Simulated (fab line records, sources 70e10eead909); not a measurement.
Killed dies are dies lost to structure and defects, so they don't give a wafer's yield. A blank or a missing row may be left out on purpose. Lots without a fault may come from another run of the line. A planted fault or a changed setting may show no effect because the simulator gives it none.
fab line records | flow nand_harc
record lots=5 wafers=15 last_day=33
route steps=1302 shown A_STAIRCASE@872 A_SGD_CUT@890
lots that met no fault: from a run of the same line without faults
start_h: hours from the record's first day to the start of the lot's first wafer shown | wait_h: hours since the lot's step before | " the same as in the row above | L1.1+2: a row that stands for several wafers | - no value, or no start given | * or withheld: withheld | < > ~ a bound
route shown NAME@n: a module of which the file shows steps, and the number in the route of the first | usual: mean/standard deviation of fault-free wafers | same: alike in all rows | chamber/n: place in a boat | sites: the reading at each site | _std_site: their standard deviation | _edge_site: outer sites' mean less inner sites' | radius_mm: how far each site lies from the wafer's centre | mask NAME#n: copy n | behind: the tool/chamber that last shaped the wafer | hold: why the lot was held/for how many hours/how that ended | device: the transistor (n, p or np) that didn't switch | end of line: the same wafers' tests at the end of the route | a step without rows: its recipe alone | killed: dies lost to structure and defects at the first sort, not the wafer's yield | map: a wafer's dies, x killed, . not, _ none there
set.NAME: the setting as run; set.NAME@STEP: as run at that earlier step | model.NAME: the simulator's own value behind a step, which no gauge read
lots at some steps of the route; a table a step, a row a wafer
services: from which hour (start_h, from the record's first day; less than 0 if before it) a tool's chamber was out of use, for how many hours, and why
## steps
# step NHARC_A_STAIRCASE_STRIP_446
# recipe power_w=1500 temp_c=250 chemistry=O2
# usual drypump_motor_current_A=5.8/0.47 heater_power_w=303/33 temp_c=250.02/0.17
# columns lot.wafer tool chamber start_h wait_h drypump_motor_current_A heater_power_w rf_hours_counter_h temp_c
L075.1 plasma_asher-02 1 437.32 0.1 6.2 330 0 249.72
L075.5 " 1 " " 6.2 328 - 249.91
L075.6 " 0 " " 5.9 256 - 249.78
L076.4 plasma_asher-01 0 448.14 0.1 4.8 324 - 249.80
L076.3 " 1 " " 5.9 330 - 249.72
L076.6 " 1 " " 5.8 316 - 249.94
L080.2 plasma_asher-02 1 491.16 0.0 6.2 324 11 250.00
L080.1 " 0 " " 5.9 242 11 250.13
L080.4 " 1 " " 6.1 331 - 250.01
L085.1 plasma_asher-01 0 534.81 0.0 4.8 321 1 249.89
L085.2 " 1 " " 5.8 327 1 250.10
L085.4 " 1 " " 5.8 337 - 250.54
L096.2 plasma_asher-02 1 653.33 0.1 6.2 320 8 250.13
L096.6 " 0 " " 5.9 264 - 250.14
L096.5 " 1 " " 6.1 318 - 250.05
# step NHARC_A_STAIRCASE_STRIP_447
# recipe time_s=900 temp_c=130 chemistry=SPM
# usual temp_c=130.00/0.13
# columns lot.wafer tool chamber start_h wait_h temp_c
L075.6 wet_bench-04 2 437.67 0.1 130.15
L075.1 " 3 " " 129.90
L075.5 " 7 " " 130.05
L076.3 wet_bench-01 3 448.40 0.2 130.04
L076.6 " 4 " " 129.84
L076.4 " 7 " " 129.74
L080.1 wet_bench-04 6 491.52 0.3 130.03
L080.4 " 1 " " 130.05
L080.2 " 2 " " 129.92
L085.1 wet_bench-05 3 535.15 0.3 130.12
L085.2 " 7 " " 129.85
L085.4 " 0 " " 130.10
L096.5 wet_bench-05 3 653.63 0.1 130.11
L096.6 " 7 " " 129.84
L096.2 " 0 " " 130.04
# step NHARC_A_STAIRCASE_PRECLEAN_448
# recipe time_s=* temp_c=50 bath_age_min=0 chemistry=SC1
# usual temp_c=50.01/0.11
# columns lot.wafer tool chamber start_h wait_h temp_c
L075.6 wet_bench-04 2 - - 49.97
L075.1 " 3 " " 49.99
L075.5 " 7 " " 49.90
L076.3 wet_bench-01 3 - - 49.90
L076.6 " 4 " " 50.09
L076.4 " 7 " " 50.06
L080.1 wet_bench-04 6 - - 50.05
L080.4 " 1 " " 49.93
L080.2 " 2 " " 50.01
L085.1 wet_bench-05 3 - - 49.84
L085.2 " 7 " " 50.22
L085.4 " 0 " " 50.05
L096.5 wet_bench-05 3 - - 50.10
L096.6 " 7 " " 50.08
L096.2 " 0 " " 50.15
# step NHARC_A_STAIRCASE_SRD_449
# columns lot.wafer tool chamber start_h wait_h
L075.6+1+5 wet_bench-04 2,3,7 - -
L076.3+6+4 wet_bench-01 3,4,7 - -
L080.1+4+2 wet_bench-04 6,1,2 - -
L085.1+2+4 wet_bench-05 3,7,0 - -
L096.5+6+2 wet_bench-05 3,7,0 - -
# step NHARC_A_STAIRCASE_CMP_450
# recipe target_thk_nm=200 material=SiO2
# usual motor_current_A=12.2/1.2
# columns lot.wafer tool chamber start_h wait_h motor_current_A
L075.1 cmp-01 2 438.15 - 12.0
L075.6 " 0 " " 12.9
L075.5 " 1 " " 12.1
L076.3 cmp-03 0 448.87 - 13.5
L076.4 " 1 " " 9.6
L076.6 " 2 " " 12.5
L080.4 cmp-01 0 491.96 - 13.7
L080.2 " 2 " " 11.7
L080.1 " 3 " " 10.5
L085.4 cmp-02 1 535.61 - 12.5
L085.1 " 2 " " 12.7
L085.2 " 0 " " 13.6
L096.2 cmp-02 1 654.08 - 13.1
L096.6 " 1 " " 12.2
L096.5 " 2 " " 13.3
# step NHARC_A_STAIRCASE_CMP_152
# usual motor_current_A=12.1/1.2
# columns lot.wafer tool chamber start_h wait_h motor_current_A
L075.1 cmp-01 2 438.23 0.1 11.3
L075.6 " 0 " " 13.4
L075.5 " 1 " " 12.1
L076.3 cmp-03 0 448.94 0.1 13.3
L076.4 " 1 " " 10.0
L076.6 " 2 " " 12.4
L080.4 cmp-01 0 492.04 0.1 13.6
L080.2 " 2 " " 11.7
L080.1 " 3 " " 10.3
L085.4 cmp-02 1 535.68 0.1 12.2
L085.1 " 2 " " 12.7
L085.2 " 0 " " 13.1
L096.2 cmp-02 1 654.16 0.1 12.3
L096.6 " 1 " " 12.4
L096.5 " 2 " " 12.5
# step NHARC_A_STAIRCASE_SRD_154
# columns lot.wafer tool chamber start_h wait_h
L075.6+1+5 wet_bench-01 2,4,6 438.49 0.0
L076.4+6+3 wet_bench-05 2,3,7 449.20 0.0
L080.1+4+2 wet_bench-04 2,3,5 492.38 0.1
L085.2+1+4 wet_bench-01 0,1,5 535.97 0.0
L096.5+6+2 wet_bench-01 0,3,4 654.45 0.0
# step NHARC_A_STAIRCASE_ETCH_403
# recipe target_depth_a=1082 chemistry=dHF material=SiO2
# columns lot.wafer tool chamber start_h wait_h
L075.6+1+5 wet_bench-01 2,4,6 438.51 0.0
L076.4+6+3 wet_bench-05 2,3,7 449.23 0.0
L080.1+4+2 wet_bench-04 2,3,5 492.40 0.0
L085.2+1+4 wet_bench-01 0,1,5 535.99 0.0
L096.5+6+2 wet_bench-01 0,3,4 654.48 0.0
# step NHARC_A_STAIRCASE_ETCHBACK_422
# recipe target_depth_a=400 over_etch_frac=0.3 time_s=74.286 ion_energy_ev=120 ch3f_flow_sccm=50 o2_flow_sccm=30 ar_flow_sccm=200 rf_w=500 bias_w=100 chemistry=CH3F/O2
# usual ch3f_flow_sccm=50.01/0.15 drypump_motor_current_A=5.6/0.57 oes_product_au=0.97/0.037 rf_vpp_V=244.0/1.8 showerhead_plenum_p_Torr=2.44/0.12 throttle_valve_pct=20.662/0.0098
# columns lot.wafer tool chamber start_h wait_h ch3f_flow_sccm drypump_motor_current_A oes_product_au rf_hours_counter_h rf_vpp_V showerhead_plenum_p_Torr throttle_valve_pct
L075.1 rie_diel-03 1 439.69 1.2 50.05 4.7 0.93 39 242.9 2.29 20.665
L075.6 " 0 " " 50.13 5.4 0.93 - 242.6 2.36 20.670
L075.5 " 1 " " 49.99 4.7 0.92 - 242.4 2.28 20.652
L076.4 rie_diel-11 3 449.40 0.2 49.94 6.2 0.98 3 244.7 2.64 20.652
L076.3 " 1 " " 50.18 6.3 1.00 5 244.1 2.43 20.686
L076.6 " 3 " " 49.88 6.2 0.99 - 246.6 2.64 20.652
L080.2 rie_diel-03 3 492.55 0.1 50.05 5.8 0.92 11 245.5 2.50 20.663
L080.1 " 0 " " 50.20 5.4 0.92 11 242.5 2.35 20.676
L080.4 " 0 " " 49.82 5.4 0.91 - 242.7 2.35 20.665
L085.2 rie_diel-13 0 536.14 0.1 50.07 6.5 1.00 2 242.8 2.39 20.666
L085.4 " 1 " " 49.95 4.8 1.00 2 242.8 2.37 20.654
L085.1 " 2 " " 49.88 5.6 0.99 3 243.2 2.35 20.671
L096.2 rie_diel-03 1 654.66 0.2 50.09 4.7 1.00 2 249.1 2.66 20.653
L096.5 " 3 " " 49.94 5.9 0.99 - 244.0 2.48 20.663
L096.6 " 0 " " 49.96 5.4 1.01 - 240.2 2.33 20.660
# step NHARC_A_STAIRCASE_ETCH_423
# recipe target_depth_a=300 chemistry=dHF material=SiO2
# columns lot.wafer tool chamber start_h wait_h
L075.6+1+5 wet_bench-01 6,7,2 439.92 0.1
L076.6+4+3 wet_bench-05 2,5,6 449.56 0.1
L080.1+2+4 wet_bench-04 5,6,7 492.77 0.2
L085.4+1+2 wet_bench-01 0,3,4 536.30 0.1
L096.2+5+6 wet_bench-01 0,1,2 654.81 0.1
# step NHARC_A_STAIRCASE_ETCHBACK_157
# recipe target_depth_a=900 over_etch_frac=0.3 time_s=167.14 ion_energy_ev=120 ch3f_flow_sccm=50 o2_flow_sccm=30 ar_flow_sccm=200 rf_w=500 bias_w=100 chemistry=CH3F/O2
# usual ch3f_flow_sccm=50.02/0.16 drypump_motor_current_A=5.6/0.55 oes_product_au=0.980/0.028 rf_vpp_V=244.1/1.8 showerhead_plenum_p_Torr=2.44/0.12 throttle_valve_pct=20.663/0.0083
# columns lot.wafer tool chamber start_h wait_h ch3f_flow_sccm drypump_motor_current_A oes_product_au rf_hours_counter_h rf_vpp_V showerhead_plenum_p_Torr throttle_valve_pct
L075.1 rie_diel-03 1 440.28 0.3 50.16 4.7 0.973 39 242.1 2.28 20.665
L075.6 " 1 " " 50.08 4.7 0.978 - 241.5 2.28 20.674
L075.5 " 0 " " 50.00 5.5 0.989 - 241.4 2.36 20.676
L076.3 rie_diel-11 1 449.80 0.2 49.90 6.3 0.976 5 242.9 2.43 20.665
L076.4 " 2 " " 49.92 5.3 1.016 5 244.4 2.37 20.664
L076.6 " 0 " " 50.20 6.0 1.008 - 246.9 2.61 20.666
L080.1 rie_diel-11 0 492.94 0.2 50.37 6.0 0.986 15 246.3 2.61 20.659
L080.2 " 2 " " 49.85 5.3 1.000 15 242.8 2.37 20.671
L080.4 " 3 " " 49.97 6.2 0.970 16 246.5 2.63 20.663
L085.4 rie_diel-03 0 536.50 0.2 50.24 5.4 1.015 28 242.1 2.34 20.663
L085.1 " 2 " " 49.83 5.8 0.992 12 243.8 2.47 20.660
L085.2 " 3 " " 49.89 5.8 1.020 27 244.8 2.49 20.680
L096.2 rie_diel-13 3 655.00 0.2 50.02 5.2 0.930 48 248.2 2.61 20.665
L096.6 " 2 " " 49.97 5.6 0.933 - 242.8 2.34 20.659
L096.5 " 3 " " 50.06 5.2 0.928 - 247.0 2.61 20.657
# step NHARC_A_STAIRCASE_STRIP_475
# recipe time_s=20 o2_flow_sccm=500 ar_flow_sccm=0 bias_w=0 chemistry=O2
# usual drypump_motor_current_A=5.6/0.53 oes_product_au=0.999/0.0095 rf_vpp_V=57.8/0.95 showerhead_plenum_p_Torr=3.51/0.16 throttle_valve_pct=17.036/0.0089
# columns lot.wafer tool chamber start_h wait_h drypump_motor_current_A oes_product_au rf_hours_counter_h rf_vpp_V showerhead_plenum_p_Torr throttle_valve_pct
L075.1 rie_diel-03 1 440.59 0.3 4.7 0.996 39 58.6 3.29 17.033
L075.5 " 0 " " 5.5 1.006 - 59.4 3.39 17.042
L075.6 " 1 " " 4.7 1.010 - 57.3 3.29 17.040
L076.3 rie_diel-11 2 - - 5.3 1.006 5 57.5 3.40 17.020
L076.4 " 3 " " 6.2 0.978 3 58.3 3.77 17.038
L076.6 " 1 " " 6.3 0.985 - 58.0 3.49 17.041
L080.2 rie_diel-11 3 - - 6.2 0.995 16 58.4 3.77 17.036
L080.4 " 0 " " 6.0 1.002 15 57.8 3.74 17.037
L080.1 " 1 " " 6.3 0.981 16 57.8 3.48 17.039
L085.4 rie_diel-03 0 - - 5.5 0.997 28 58.4 3.37 17.035
L085.1 " 2 " " 5.8 0.982 12 58.3 3.55 17.037
L085.2 " 3 " " 5.9 0.997 27 57.7 3.58 17.048
L096.2 rie_diel-13 2 - - 5.7 1.009 38 56.4 3.36 17.047
L096.5 " 2 " " 5.6 1.008 - 58.1 3.36 17.048
L096.6 " 3 " " 5.2 1.001 - 59.1 3.74 17.033
# step NHARC_A_STAIRCASE_DEP_471
# recipe target_thk_a=1000 temp_c=400 pressure_torr=6.5 rf_w=900 teos_flow_sccm=161.4 flow_sccm=2650 target_thk_nm=100 gas=O2 material=SiO2
# usual heater_power_w=480/91 throttle_valve_pct=15.8/0.35
# columns lot.wafer tool chamber start_h wait_h heater_power_w throttle_valve_pct
L075.1 pecvd-02 1 440.70 0.1 515 15.1
L075.5 " 2 " " 375 15.3
L075.6 " 0 " " 528 15.7
L076.3 pecvd-01 2 450.04 - 408 15.5
L076.6 " 0 " " 523 15.6
L076.4 " 1 " " 486 16.8
L080.1 pecvd-02 0 493.22 - 465 15.8
L080.2 " 1 " " 462 15.4
L080.4 " 2 " " 388 15.8
L085.2 pecvd-02 0 536.90 - 484 15.9
L085.1 " 1 " " 530 15.5
L085.4 " 2 " " 395 15.6
L096.2 pecvd-04 0 655.26 - 597 15.4
L096.5 " 1 " " 500 15.7
L096.6 " 2 " " 392 16.1
# step NHARC_A_STAIRCASE_CMP_472
# recipe material=SiO2
# usual motor_current_A=12.1/1.3
# columns lot.wafer tool chamber start_h wait_h motor_current_A
L075.1 cmp-03 1 441.05 0.3 10.1
L075.6 " 2 " " 12.2
L075.5 " 3 " " 13.3
L076.4 cmp-01 3 450.34 0.1 10.3
L076.3 " 1 " " 11.9
L076.6 " 2 " " 12.1
L080.4 cmp-03 3 493.51 0.1 12.6
L080.2 " 0 " " 13.2
L080.1 " 1 " " 10.3
L085.4 cmp-01 2 537.17 0.2 11.8
L085.2 " 3 " " 11.0
L085.1 " 0 " " 13.2
L096.2 cmp-03 0 655.54 0.2 13.9
L096.6 " 0 " " 13.8
L096.5 " 1 " " 10.3
# step NHARC_A_STAIRCASE_SRD_474
# columns lot.wafer tool chamber start_h wait_h
L075.1+5+6 wet_bench-01 5,0,1 441.24 0.0
L076.4+6+3 wet_bench-05 1,5,6 450.57 0.0
L080.4+1+2 wet_bench-01 4,7,1 493.75 0.0
L085.4+1+2 wet_bench-05 6,0,2 537.40 0.0
L096.6+5+2 wet_bench-05 4,6,1 655.80 0.0
# step NHARC_A_STAIRCASE_INSPECT_155
# usual raw_defect_count=412/110
# columns lot.wafer tool chamber start_h wait_h raw_defect_count
L075.1 defect_inspect-02 - 441.32 0.1 265
L075.5 " - " " 331
L075.6 " - " " 329
L076.3 defect_inspect-01 - 450.66 0.1 471
L076.4 " - " " 758
L076.6 " - " " 373
L080.1 defect_inspect-02 - 493.86 0.1 378
L080.2 " - " " 502
L080.4 " - " " 388
L085.1 defect_inspect-02 - 537.48 0.1 415
L085.2 " - " " 509
L085.4 " - " " 439
L096.2 defect_inspect-02 - 655.88 0.1 318
L096.5 " - " " 533
L096.6 " - " " 421
# step NHARC_A_SGD_CUT_DEP_00
# recipe target_thk_a=500 temp_c=400 target_thk_nm=50 flow_sccm=200 rf_w=450 material=SiNx
# usual heater_power_w=695/85
# columns lot.wafer tool chamber start_h wait_h heater_power_w
L075.1 pecvd-01 1 441.38 0.1 614
L075.5 " 1 " " 625
L075.6 " 2 " " 614
L076.3 pecvd-01 2 450.75 0.1 604
L076.6 " 2 " " 622
L076.4 " 0 " " 616
L080.2 pecvd-03 0 493.93 0.1 827
L080.1 " 2 " " 732
L080.4 " 1 " " 764
L085.1 pecvd-03 1 537.58 0.1 645
L085.2 " 2 " " 662
L085.4 " 0 " " 825
L096.2 pecvd-03 2 656.00 0.1 691
L096.5 " 0 " " 794
L096.6 " 2 " " 673
# step NHARC_A_SGD_CUT_DEHYDRATE_01
# recipe temp_c=150 time_s=120
# usual chill_plate_temp_C=22.97/0.096
# columns lot.wafer tool chamber start_h wait_h chill_plate_temp_C
L075.1 litho_track-01 0 441.65 0.2 23.12
L075.5 " 0 " " 23.00
L075.6 " 0 " " 23.01
L076.3 litho_track-01 0 451.00 0.2 23.04
L076.4 " 0 " " 23.07
L076.6 " 0 " " 23.01
L080.1 litho_track-01 0 494.20 0.2 23.14
L080.2 " 0 " " 23.06
L080.4 " 0 " " 23.05
L085.1 litho_track-04 0 537.82 0.2 22.85
L085.2 " 0 " " 22.85
L085.4 " 0 " " 22.94
L096.2 litho_track-06 0 656.22 0.2 23.08
L096.5 " 0 " " 22.97
L096.6 " 0 " " 23.12
# step NHARC_A_SGD_CUT_HMDS_02
# recipe time_s=30
# usual chill_plate_temp_C=23.04/0.11
# columns lot.wafer tool chamber start_h wait_h chill_plate_temp_C
L075.1 litho_track-01 0 - - 22.76
L075.5 " 0 " " 22.88
L075.6 " 0 " " 22.92
L076.3 litho_track-01 0 - - 22.94
L076.4 " 0 " " 23.17
L076.6 " 0 " " 22.90
L080.1 litho_track-01 0 - - 23.20
L080.2 " 0 " " 23.09
L080.4 " 0 " " 23.13
L085.1 litho_track-04 0 - - 23.07
L085.2 " 0 " " 22.82
L085.4 " 0 " " 22.88
L096.2 litho_track-06 0 - - 23.08
L096.5 " 0 " " 23.24
L096.6 " 0 " " 23.05
# step NHARC_A_SGD_CUT_COAT_56
# recipe temp_c=260 time_s=75
# usual chill_plate_temp_C=23.01/0.11
# columns lot.wafer tool chamber start_h wait_h chill_plate_temp_C
L075.1 litho_track-01 0 - - 22.94
L075.5 " 0 " " 23.11
L075.6 " 0 " " 23.02
L076.3 litho_track-01 0 - - 23.00
L076.4 " 0 " " 23.01
L076.6 " 0 " " 22.94
L080.1 litho_track-01 0 - - 23.02
L080.2 " 0 " " 23.09
L080.4 " 0 " " 23.17
L085.1 litho_track-04 0 - - 22.98
L085.2 " 0 " " 23.19
L085.4 " 0 " " 22.95
L096.2 litho_track-06 0 - - 22.93
L096.5 " 0 " " 22.93
L096.6 " 0 " " 23.02
# step NHARC_A_SGD_CUT_COAT_57
# recipe temp_c=225 time_s=65
# usual chill_plate_temp_C=23.01/0.099
# columns lot.wafer tool chamber start_h wait_h chill_plate_temp_C
L075.1 litho_track-01 0 - - 23.17
L075.5 " 0 " " 23.06
L075.6 " 0 " " 23.04
L076.3 litho_track-01 0 - - 22.90
L076.4 " 0 " " 23.19
L076.6 " 0 " " 23.12
L080.1 litho_track-01 0 - - 23.02
L080.2 " 0 " " 22.84
L080.4 " 0 " " 22.91
L085.1 litho_track-04 0 - - 23.07
L085.2 " 0 " " 23.06
L085.4 " 0 " " 23.00
L096.2 litho_track-06 0 - - 23.15
L096.5 " 0 " " 23.02
L096.6 " 0 " " 22.96
# step NHARC_A_SGD_CUT_COAT_03
# recipe spin_rpm=1500 resist_thk_nm=90
# usual chill_plate_temp_C=23.00/0.11
# columns lot.wafer tool chamber start_h wait_h chill_plate_temp_C
L075.1 litho_track-01 0 - - 23.03
L075.5 " 0 " " 23.05
L075.6 " 0 " " 22.92
L076.3 litho_track-01 0 - - 22.90
L076.4 " 0 " " 22.92
L076.6 " 0 " " 22.81
L080.1 litho_track-01 0 - - 22.97
L080.2 " 0 " " 23.22
L080.4 " 0 " " 23.02
L085.1 litho_track-04 0 - - 22.94
L085.2 " 0 " " 22.85
L085.4 " 0 " " 22.81
L096.2 litho_track-06 0 - - 23.04
L096.5 " 0 " " 23.01
L096.6 " 0 " " 23.05
# step NHARC_A_SGD_CUT_SOFTBAKE_04
# recipe temp_c=105 time_s=55
# usual chill_plate_temp_C=23.01/0.12
# columns lot.wafer tool chamber start_h wait_h chill_plate_temp_C
L075.1 litho_track-01 0 - - 22.92
L075.5 " 0 " " 22.84
L075.6 " 0 " " 22.94
L076.3 litho_track-01 0 - - 23.29
L076.4 " 0 " " 23.12
L076.6 " 0 " " 22.98
L080.1 litho_track-01 0 - - 22.97
L080.2 " 0 " " 23.14
L080.4 " 0 " " 22.98
L085.1 litho_track-04 0 - - 22.91
L085.2 " 0 " " 22.90
L085.4 " 0 " " 22.94
L096.2 litho_track-06 0 - - 23.03
L096.5 " 0 " " 23.05
L096.6 " 0 " " 22.91
# step NHARC_A_SGD_CUT_EBR_05
# usual chill_plate_temp_C=23.02/0.12
# columns lot.wafer tool chamber start_h wait_h chill_plate_temp_C
L075.1 litho_track-01 0 - - 23.05
L075.5 " 0 " " 22.90
L075.6 " 0 " " 22.76
L076.3 litho_track-01 0 - - 23.00
L076.4 " 0 " " 23.05
L076.6 " 0 " " 22.86
L080.1 litho_track-01 0 - - 23.18
L080.2 " 0 " " 23.15
L080.4 " 0 " " 23.03
L085.1 litho_track-04 0 - - 23.05
L085.2 " 0 " " 22.91
L085.4 " 0 " " 23.04
L096.2 litho_track-06 0 - - 23.19
L096.5 " 0 " " 23.20
L096.6 " 0 " " 23.12
# step NHARC_A_SGD_CUT_EXPOSE_06
# recipe na=1.35 dose_mj=85.59 mask_id=SGD
# usual exposure_dose_mJ_cm2=85.57/0.087 stage_vel_mm_s=499.99/0.25
# columns lot.wafer tool chamber start_h wait_h mask exposure_dose_mJ_cm2 stage_vel_mm_s
L075.1 arfi_scanner-01 0 441.96 - SGD#0 85.67 499.45
L075.5 " 0 " " SGD#0 85.73 499.39
L075.6 " 0 " " SGD#0 85.57 499.68
L076.3 arfi_scanner-02 0 451.32 - SGD#0 85.63 500.25
L076.4 " 0 " " SGD#0 85.54 499.89
L076.6 " 0 " " SGD#0 85.54 500.18
L080.1 arfi_scanner-03 0 494.51 - SGD#0 85.55 500.15
L080.2 " 0 " " SGD#0 85.54 500.18
L080.4 " 0 " " SGD#0 85.49 500.07
L085.1 arfi_scanner-03 0 538.13 - SGD#0 85.67 499.62
L085.2 " 0 " " SGD#0 85.65 499.92
L085.4 " 0 " " SGD#0 85.70 499.57
L096.2 arfi_scanner-01 0 656.53 - SGD#0 85.38 500.06
L096.5 " 0 " " SGD#0 85.53 500.13
L096.6 " 0 " " SGD#0 85.43 499.92
# step NHARC_A_SGD_CUT_PEB_07
# recipe peb_temp_c=100 peb_time_s=65
# usual chill_plate_temp_C=23.00/0.11
# columns lot.wafer tool chamber start_h wait_h chill_plate_temp_C
L075.1 litho_track-04 0 442.02 0.1 23.12
L075.5 " 0 " " 23.05
L075.6 " 0 " " 23.15
L076.3 litho_track-04 0 451.37 0.0 23.01
L076.4 " 0 " " 22.81
L076.6 " 0 " " 23.09
L080.1 litho_track-04 0 494.57 0.1 23.19
L080.2 " 0 " " 22.94
L080.4 " 0 " " 23.09
L085.1 litho_track-04 0 538.19 0.1 23.03
L085.2 " 0 " " 22.94
L085.4 " 0 " " 22.93
L096.2 litho_track-01 0 656.58 0.1 22.86
L096.5 " 0 " " 23.05
L096.6 " 0 " " 22.95
# step NHARC_A_SGD_CUT_DEVELOP_08
# recipe develop_time_s=35 dev_temp_c=23
# usual chill_plate_temp_C=23.02/0.1
# columns lot.wafer tool chamber start_h wait_h chill_plate_temp_C
L075.1 litho_track-04 0 - - 23.07
L075.5 " 0 " " 23.10
L075.6 " 0 " " 23.05
L076.3 litho_track-04 0 - - 22.96
L076.4 " 0 " " 23.03
L076.6 " 0 " " 23.08
L080.1 litho_track-04 0 - - 23.05
L080.2 " 0 " " 23.08
L080.4 " 0 " " 23.04
L085.1 litho_track-04 0 - - 23.10
L085.2 " 0 " " 23.05
L085.4 " 0 " " 23.08
L096.2 litho_track-01 0 - - 22.94
L096.5 " 0 " " 23.19
L096.6 " 0 " " 22.98
# step NHARC_A_SGD_CUT_CD_MEAS_09
# recipe target_cd_nm=100 landing_energy_ev=500
# usual cd_nm=100.1/0.51
# columns lot.wafer tool chamber start_h wait_h cd_nm
L075.1 cd_sem-03 0 442.10 - 99.8
L075.5 " 0 " " 99.7
L075.6 " 0 " " 99.6
L076.3 cd_sem-03 0 451.45 - 100.1
L076.4 " 0 " " 99.4
L076.6 " 0 " " 100.0
L080.1 cd_sem-03 0 494.65 - 100.4
L080.2 " 0 " " 99.6
L080.4 " 0 " " 99.6
L085.1 cd_sem-01 0 538.27 - 99.9
L085.2 " 0 " " 100.7
L085.4 " 0 " " 99.9
L096.2 cd_sem-03 0 656.67 - 99.8
L096.5 " 0 " " 99.7
L096.6 " 0 " " 100.3
# step NHARC_A_SGD_CUT_OVL_MEAS_10
# usual overlay_x_nm=-0.2/0.9 overlay_y_nm=0.1/0.94
# columns lot.wafer tool chamber start_h wait_h overlay_x_nm overlay_y_nm
L075.1 overlay-01 - 442.19 - 0.7 -0.6
L075.5 " - " " 0.6 0.0
L075.6 " - " " 0.1 -0.1
L076.3 overlay-01 - 451.54 - -1.0 -0.2
L076.4 " - " " -0.5 0.4
L076.6 " - " " -0.6 0.5
L080.1 overlay-01 - 494.74 - -0.1 -0.1
L080.2 " - " " -0.2 -0.6
L080.4 " - " " -0.9 -0.5
L085.1 overlay-01 - 538.36 - 1.5 -0.8
L085.2 " - " " 1.1 0.1
L085.4 " - " " 0.5 -0.2
L096.2 overlay-01 - 656.75 - 1.1 0.3
L096.5 " - " " 0.9 1.0
L096.6 " - " " 1.2 0.2
# step NHARC_A_SGD_CUT_INSPECT_11
# usual raw_defect_count=55/30
# columns lot.wafer tool chamber start_h wait_h raw_defect_count
L075.1 defect_inspect-01 - 442.23 0.0 13
L075.5 " - " " 8
L075.6 " - " " 15
L076.3 defect_inspect-02 - 451.57 0.0 14
L076.4 " - " " 14
L076.6 " - " " 13
L080.1 defect_inspect-02 - 494.77 0.0 48
L080.2 " - " " 49
L080.4 " - " " 50
L085.1 defect_inspect-02 - 538.40 0.0 34
L085.2 " - " " 35
L085.4 " - " " 34
L096.2 defect_inspect-01 - 656.79 0.0 59
L096.5 " - " " 39
L096.6 " - " " 65
# step NHARC_A_SGD_CUT_DESCUM_14
# recipe time_s=3 o2_flow_sccm=200 ar_flow_sccm=0 bias_power_w=0 chemistry=O2
# usual drypump_motor_current_A=5.8/0.51 oes_product_au=0.997/0.01 rf_vpp_V=57.8/0.9 showerhead_plenum_p_Torr=1.92/0.088 throttle_valve_pct=11.312/0.009
# columns lot.wafer tool chamber start_h wait_h drypump_motor_current_A oes_product_au rf_hours_counter_h rf_vpp_V showerhead_plenum_p_Torr throttle_valve_pct
L075.1 rie_diel-06 2 442.31 0.1 5.7 0.977 8 59.1 1.94 11.311
L075.5 " 0 " " 5.9 0.981 - 57.9 2.05 11.314
L075.6 " 1 " " 4.9 0.988 - 57.0 1.82 11.319
L076.3 rie_diel-06 1 451.65 0.1 5.0 0.989 10 56.9 1.82 11.309
L076.4 " 3 " " 5.8 1.011 - 59.4 2.06 11.310
L076.6 " 1 " " 5.0 0.986 - 57.1 1.82 11.303
L080.4 rie_diel-07 3 494.84 0.1 5.2 0.990 0 57.3 1.86 11.318
L080.1 " 0 " " 5.4 0.996 1 58.7 1.80 11.308
L080.2 " 1 " " 6.4 0.995 1 56.9 1.94 11.297
L085.4 rie_diel-01 1 538.47 0.1 6.5 1.005 6 58.1 1.96 11.304
L085.1 " 2 " " 5.3 1.005 7 57.9 1.90 11.317
L085.2 " 3 " " 6.4 1.022 7 57.5 1.99 11.313
L096.2 rie_diel-01 2 656.86 0.1 5.4 0.986 5 57.8 1.89 11.319
L096.5 " 1 " " 6.5 1.001 - 59.0 1.96 11.307
L096.6 " 2 " " 5.4 0.988 - 56.5 1.89 11.307
# step NHARC_A_SGD_CUT_ETCH_58
# recipe target_depth_a=390 over_etch_frac=0.3 time_s=65 ion_energy_ev=80 cf4_flow_sccm=150 ar_flow_sccm=0 rf_w=300 bias_w=100 chemistry=CF4
# usual drypump_motor_current_A=5.8/0.51 oes_product_au=0.995/0.01 rf_vpp_V=151.4/1.2 showerhead_plenum_p_Torr=1.78/0.074 throttle_valve_pct=13.284/0.0092
# columns lot.wafer tool chamber start_h wait_h drypump_motor_current_A oes_product_au rf_hours_counter_h rf_vpp_V showerhead_plenum_p_Torr throttle_valve_pct
L075.1 rie_diel-06 1 442.39 0.1 4.9 0.988 9 150.4 1.69 13.280
L075.6 " 3 " " 5.8 0.997 - 154.2 1.89 13.272
L075.5 " 0 " " 5.9 0.985 - 152.5 1.89 13.288
L076.3 rie_diel-06 3 451.75 0.1 5.9 0.990 11 153.4 1.89 13.288
L076.4 " 0 " " 6.0 0.989 - 152.8 1.89 13.270
L076.6 " 3 " " 5.8 1.007 - 151.9 1.89 13.303
L080.4 rie_diel-07 1 494.92 0.1 6.4 0.988 1 153.1 1.79 13.282
L080.1 " 2 " " 6.3 0.987 1 150.6 1.72 13.272
L080.2 " 3 " " 5.2 0.996 0 151.2 1.72 13.285
L085.2 rie_diel-01 1 538.54 0.1 6.5 1.004 7 150.6 1.81 13.280
L085.4 " 2 " " 5.4 0.998 7 149.6 1.75 13.287
L085.1 " 3 " " 6.4 1.007 7 152.3 1.84 13.291
L096.2 rie_diel-01 0 656.95 0.1 5.5 1.002 4 149.5 1.68 13.297
L096.6 " 1 " " 6.5 1.007 - 151.9 1.81 13.270
L096.5 " 2 " " 5.4 0.992 - 150.4 1.75 13.283
## services
# columns tool chamber start_h hours kind
cmp-03 - 430.86 0.6 repair
cmp-01 - 432.33 1.1 repair
rie_diel-11 - 432.72 9.0 pm
wet_bench-05 - 436.80 8.0 pm
wet_bench-04 - 442.19 2.6 repair
wet_bench-01 - 453.60 8.0 pm
rie_diel-03 - 458.48 9.0 pm
rie_diel-11 0 477.13 5.4 repair
rie_diel-11 - 480.17 0.7 repair
cmp-01 - 482.32 4.0 pm
cmp-01 - 492.83 0.8 repair
litho_track-01 - 505.00 7.0 pm
litho_track-06 - 529.00 7.0 pm
litho_track-04 - 553.00 7.0 pm
cmp-01 - 558.34 4.3 repair
rie_diel-03 - 565.19 7.5 repair
wet_bench-04 - 579.20 8.0 pm
cmp-01 - 580.32 4.0 pm
cmp-01 - 604.33 1.1 repair
wet_bench-05 - 612.80 8.0 pm
cmp-01 - 613.87 1.1 repair
wet_bench-01 - 629.60 8.0 pm
rie_diel-03 - 635.48 9.0 pm
cmp-01 - 640.45 4.2 repair
## key
fault none
